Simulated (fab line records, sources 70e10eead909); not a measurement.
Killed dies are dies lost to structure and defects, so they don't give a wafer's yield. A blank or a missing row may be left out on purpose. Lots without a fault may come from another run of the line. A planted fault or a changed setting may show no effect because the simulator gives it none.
A struck lot beside a sound one | flow nand_harc | 20 steps out of a route of 1159
Sound: wafers L990.1, L990.4, L990.6. Struck: wafers L107.2, L107.5, L107.6. The cause comes at the end.
At each step with rows: each side's tool, then ch and its chambers, then its first start. Under that, the readings that differ: sound wafers | struck wafers | difference of the means | sigmas: that difference in standard deviations of wafers without a fault.
alike: readings whose means differ by less than 2 such deviations, and words and numbers that are the same on both sides. not compared: withheld readings, readings that some wafer has no value for, bounds like >300 that may hide the same value, and numbers for which the record gives no deviation and whose values overlap.
The two part at a step that has a row with sigmas, a row that says differs or no value, or rows on one side only. Numbers that don't overlap but have no deviation are shown without sigmas and don't part them. A reading that every wafer of one side lacks parts them only if that side has two wafers or more.

first, 8 steps without rows for these wafers: NHARC_THIN_TSV_DEHYDRATE_25 (time 120 s); NHARC_THIN_TSV_HMDS_26 (time 30 s); NHARC_THIN_TSV_COAT_27; NHARC_THIN_TSV_SOFTBAKE_28 (time 95 s); NHARC_THIN_TSV_EBR_29; NHARC_THIN_TSV_EXPOSE_30 (exposes mask PAD); NHARC_THIN_TSV_PEB_31 (peb time 85 s); NHARC_THIN_TSV_DEVELOP_32 (time 70 s).
NHARC_THIN_TSV_CD_MEAS_33: target cd 5000 nm.
  sound on cd_sem-02 ch 0, day 19 02:51; struck on cd_sem-01 ch 0, day 23 03:52
  alike: cd_nm
then, 1 step without rows for these wafers: NHARC_THIN_TSV_HARDBAKE_34 (time 80 s).
NHARC_THIN_TSV_DESCUM_35: chemistry O2, time 3 s.
  sound on rie_diel-13 ch 1,3, day 19 03:02; struck on rie_diel-12 ch 0,1,2, day 23 04:02
  alike: drypump_motor_current_A, oes_product_au, rf_vpp_V, showerhead_plenum_p_Torr, throttle_valve_pct
  not compared: rf_hours_counter_h
NHARC_THIN_TSV_ETCH_59: etches the open film in Cl2/BCl3, target depth 880 nm, time 138.1 s.
  sound on rie_metal-01 ch 0,1, day 19 03:11; struck on rie_metal-01 ch 0,1, day 23 04:11
  alike: drypump_motor_current_A, mfc_cl2_sccm, oes_product_au, rf_fwd_power_W, throttle_valve_pct
  not compared: rf_hours_counter_h
NHARC_THIN_TSV_ETCH_36: etches the open film in Cl2/BCl3, target depth 65 nm, time 18.571 s.
  sound on rie_metal-01 ch 0,1, day 19 03:24; struck on rie_metal-01 ch 0,1, day 23 04:24
  alike: drypump_motor_current_A, oes_product_au
  not compared: rf_hours_counter_h
NHARC_THIN_TSV_STRIP_56: strips in O2.
  sound on plasma_asher-01 ch 0,1, day 19 03:33; struck on plasma_asher-01 ch 0,1, day 23 04:30
  reading            | sound       | struck      | difference | sigmas
  heater_power_w (W) | 331 326 320 | 348 340 334 | +15        | +2
  alike: drypump_motor_current_A, temp_c
  not compared: rf_hours_counter_h
then, 1 step without rows for these wafers: NHARC_THIN_TSV_STRIP_57 (strips in post etch residue remover, time 1200 s).
NHARC_THIN_TSV_CD_MEAS_37:
  sound on cd_sem-03, day 19 04:18; struck on cd_sem-02, day 23 05:21
  alike: cd_nm
then, 1 step without rows for these wafers: NHARC_THIN_TSV_ANNEAL_58 (time 1800 s).
NHARC_THIN_TSV_INSPECT_40:
  sound on defect_inspect-01, day 19 08:43; struck on defect_inspect-02, day 23 12:48
  reading          | sound       | struck         | difference | sigmas
  raw_defect_count | 530 467 532 | 1532 1562 1524 | +1030      | +14
NHARC_END_WLT_00:
  sound on prober-02, day 19 08:47; struck on prober-01, day 23 13:23
  alike: VT_DECK1_BOTTOM, VT_DECK1_BOTTOM_INNER, VT_DECK1_MEDIAN_NEAR_BOTTOM, VT_DECK1_MEDIAN_NEAR_BOTTOM_INNER, VT_DECK1_MIDDLE, VT_DECK1_MIDDLE_INNER, VT_DECK1_TOP, VT_DECK1_TOP_INNER
NHARC_END_SORT_01:
  the record has rows for the struck wafers here (prober-01 ch 0, day 23 16:43) and none for the sound ones

WHERE THEY PART
First at NHARC_THIN_TSV_STRIP_56; last, within this record, at NHARC_END_SORT_01.

WHY: what the simulator had put in
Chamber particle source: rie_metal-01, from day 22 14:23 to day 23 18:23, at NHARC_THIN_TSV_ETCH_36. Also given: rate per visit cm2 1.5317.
